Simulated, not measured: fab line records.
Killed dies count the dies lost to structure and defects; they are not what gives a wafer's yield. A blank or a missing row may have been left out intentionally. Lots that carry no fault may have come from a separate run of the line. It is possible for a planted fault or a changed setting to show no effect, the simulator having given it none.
Problem report, 8D (eight disciplines) form, completed by code -- flow n5_finfet -- the parts of the form that need people (team, actions taken, sign-off) are left out

1. WHAT WENT WRONG
Mean of raw_defect_count at N5_BEOL_M10_INSPECT_58: 730 across 6 wafers in 2 lots; on wafers with no fault it is 76 (standard deviation 23). That puts it +28 standard deviations away from the usual mean.
The step: inspects for defects (darkfield).
First observed at day 12 22:36: wafer L587.1, on defect_inspect-02. At this step, 12 wafers from 4 lots have a number in the record. The rule behind "out" and "out of limits": a value lying over 4 standard deviations away from the usual mean. The rest of the wafers with a number are treated as sound.

2. WHAT THIS IS AND IS NOT
question,is,is not
which readings at this step,raw_defect_count,-
which lots,"L587, L588","L597, L600"
which wafers of those lots,all that have a number,-
read on which gauges,defect_inspect-02,-
when,from day 12 22:36,"up to then (0 sound wafers); but 6 sound wafers of L597, L600 came after"

3. WHAT RULES OUT EACH SUSPECT
Counting: any tool at a process step up to the reading is kept as a suspect provided that every lot that is out went through it and no sound lot did after the first of them.
- the gauge at N5_BEOL_M10_INSPECT_58 has been ruled out. All the wafers that are out were read on defect_inspect-02, but those of them that N5_PASSIVATION_PROBE_49 has rows for are out there too, on other tools.
- pecvd-03 at N5_BEOL_M10_DEP_56 (deposits SiCN from 3MS/NH3, target thk 15 nm, time 26.5 s): kept. It ran every lot that is out, first L587 (day 12 22:30), and no sound lot after that.
Left after counting: pecvd-03 at N5_BEOL_M10_DEP_56.

4. THE CAUSE (what the simulator had put in)
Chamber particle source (pecvd-03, N5_BEOL_M10_DEP_56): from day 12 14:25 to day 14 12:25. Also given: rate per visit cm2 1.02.
After counting, this tool was the only one left.

5. SEQUENCE OF EFFECTS, ordered by route
Rows list readings where the struck wafers' mean (over those with a number) sits beyond 3 standard deviations from the usual. Readings are gone through only where the record gives a usual standard deviation; hours: the median, over the lots, of the time from a lot's start at the first step in this table giving one to that lot's start at this step; sigmas: the change measured in usual standard deviations.
hours,step,reading,usual,on struck wafers,change,sigmas
0,N5_BEOL_M10_INSPECT_58,raw_defect_count,76,730,+654,+28
2,N5_BEOL_M11_INSPECT_13,raw_defect_count,416,1045,+629,+6.3
5,N5_BEOL_M11_INSPECT_30,raw_defect_count,417,1053,+636,+5.8
48,N5_PASSIVATION_PROBE_49,defect_limited_yield,91.5 %,81.0,-10.5,-7.0
48,N5_PASSIVATION_PROBE_49,killed_at_M4_up,13,135,+122,+25
48,N5_PASSIVATION_PROBE_49,killed_dies,101,224,+123,+6.8
48,N5_PASSIVATION_PROBE_49,sort_bin_5_function,5.0 %,11.7,+6.7,+6.7
48,N5_PASSIVATION_PROBE_49,sort_n_pass,1078,956,-122,-5.5
Its process steps:
- N5_PASSIVATION_PROBE_49

6. WHAT WOULD HAVE CAUGHT IT SOONER
8 hours passed between the start of the fault at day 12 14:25 and the first reading out of limits at a measuring or inspecting step in this record, taken at day 12 22:36.
An alarm limit of 4 standard deviations would not have fired on the tool readings at N5_BEOL_M10_DEP_56 for which the record gives a usual standard deviation, since none of them was out on any struck wafer.
L588, from the lots that are out (2), started N5_BEOL_M10_DEP_56 on pecvd-03 later than day 12 22:36. It would have been spared by a hold on the tool at that moment.
